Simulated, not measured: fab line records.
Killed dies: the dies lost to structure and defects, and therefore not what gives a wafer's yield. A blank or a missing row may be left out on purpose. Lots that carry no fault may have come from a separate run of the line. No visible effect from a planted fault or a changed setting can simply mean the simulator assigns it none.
A struck lot beside a sound one :: flow nandHarc :: 34 out of 1302 route steps
Sound: wafers L576.1, L576.2, L576.3. Wafers L568.2, L568.3, L568.4 were the ones struck. The cause comes at the end.
Per side, at each step with rows, come the tool, then ch with its chambers, and then its first start. Under that, the readings that differ: sound wafers :: struck wafers :: difference of the means :: sigmas: that difference in standard deviations of wafers without a fault.
alike: same words and numbers on both sides, and readings whose means sit less than 2 such deviations apart. not compared: any withheld reading, any reading some wafer has no value for, any bound like >300 that may hide the same value, and any number with overlapping values for which the record gives no deviation.
Wherever a step has rows on one side only, a row that says differs or no value, or a row with sigmas, the two part there. When numbers do not overlap yet have no deviation, they are printed without sigmas and do not part them. A reading missing from all wafers of one side parts the sides only when that side holds two or more wafers.

first, 9 steps without rows for these wafers: NHARC_P_M1_COAT_34 (time 65 s); NHARC_P_M1_COAT_03 (resist thk 90 nm); NHARC_P_M1_SOFTBAKE_04 (time 55 s); NHARC_P_M1_EBR_05; NHARC_P_M1_EXPOSE_06 (exposes mask P M1, target cd 130 nm); NHARC_P_M1_PEB_07 (peb time 65 s); NHARC_P_M1_DEVELOP_08 (develop time 35 s); NHARC_P_M1_DESCUM_14 (chemistry O2, time 3 s); NHARC_P_M1_ETCH_35 (etches the open film in N2/H2, target depth 40 nm, overetch 12 nm, time 43.94 s).
NHARC_P_M1_ETCH_15: etches the open film in C4F8/Ar, target depth 182.5 nm, time 91.2 s.
  sound on rieDiel-11 ch 0,1,2, day 15 08:52; struck on rieDiel-10 ch 0,1,2, day 12 05:45
reading: rfHoursCounterH (h)
sound: 4 5 5
struck: 2 2 2
difference: -3
sigmas: 
  alike: oesProductAu, rfVppV
then, 23 steps without rows for these wafers: NHARC_P_M1_STRIP_18 (strips in N2/H2); NHARC_P_M1_ETCH_28 (etches the open film in CF4/N2, target depth 30 nm, time 72.99 s); NHARC_P_M1_STRIP_19 (strips in post etch residue remover, time 600 s); NHARC_P_M1_DEGAS_29 (time 60 s); NHARC_P_M1_PRE_CLEAN_30 (time 30 s); NHARC_P_M1_PVD_20 (deposits TaN, target thk 5 nm, time 8.06 s); NHARC_P_M1_PVD_21 (deposits Cu, target thk 30 nm, time 20.49 s); NHARC_P_M1_ECD_22 (material Cu, target thk 400 nm); NHARC_P_M1_ANNEAL_31 (time 90 s); NHARC_P_M1_CMP_23 (polishes, t overpolish 20 s, target thk 157.82 nm); NHARC_P_M1_SRD_25; NHARC_P_M1_PRE_CLEAN_32 (time 12 s); NHARC_P_M1_DEP_33 (deposits SiCN, target thk 30 nm); NHARC_P_M2_DEP_00 (deposits SiOC, target thk 182.5 nm); NHARC_P_M2_DEHYDRATE_01 (time 120 s); NHARC_P_M2_HMDS_02 (time 30 s); NHARC_P_M2_COAT_34 (time 65 s); NHARC_P_M2_COAT_03 (resist thk 90 nm); NHARC_P_M2_SOFTBAKE_04 (time 55 s); NHARC_P_M2_EBR_05; NHARC_P_M2_EXPOSE_06 (exposes mask P M2, target cd 170 nm); NHARC_P_M2_PEB_07 (peb time 65 s); NHARC_P_M2_DEVELOP_08 (develop time 35 s).
-- break in the record here, with 18 days between the starts of the struck wafers on either side (left off in module P_M2, picked up again in module END, where the first step shown is number 1302 on the route) --
NHARC_END_SORT_01:
  only the struck wafers appear in the record here, on prober-02 ch 0 at day 30 05:36; the sound ones have no rows

== WHERE THEY PART ==
Only at NHARC_END_SORT_01, as far as this record shows.

WHY: what had been put in by the simulator
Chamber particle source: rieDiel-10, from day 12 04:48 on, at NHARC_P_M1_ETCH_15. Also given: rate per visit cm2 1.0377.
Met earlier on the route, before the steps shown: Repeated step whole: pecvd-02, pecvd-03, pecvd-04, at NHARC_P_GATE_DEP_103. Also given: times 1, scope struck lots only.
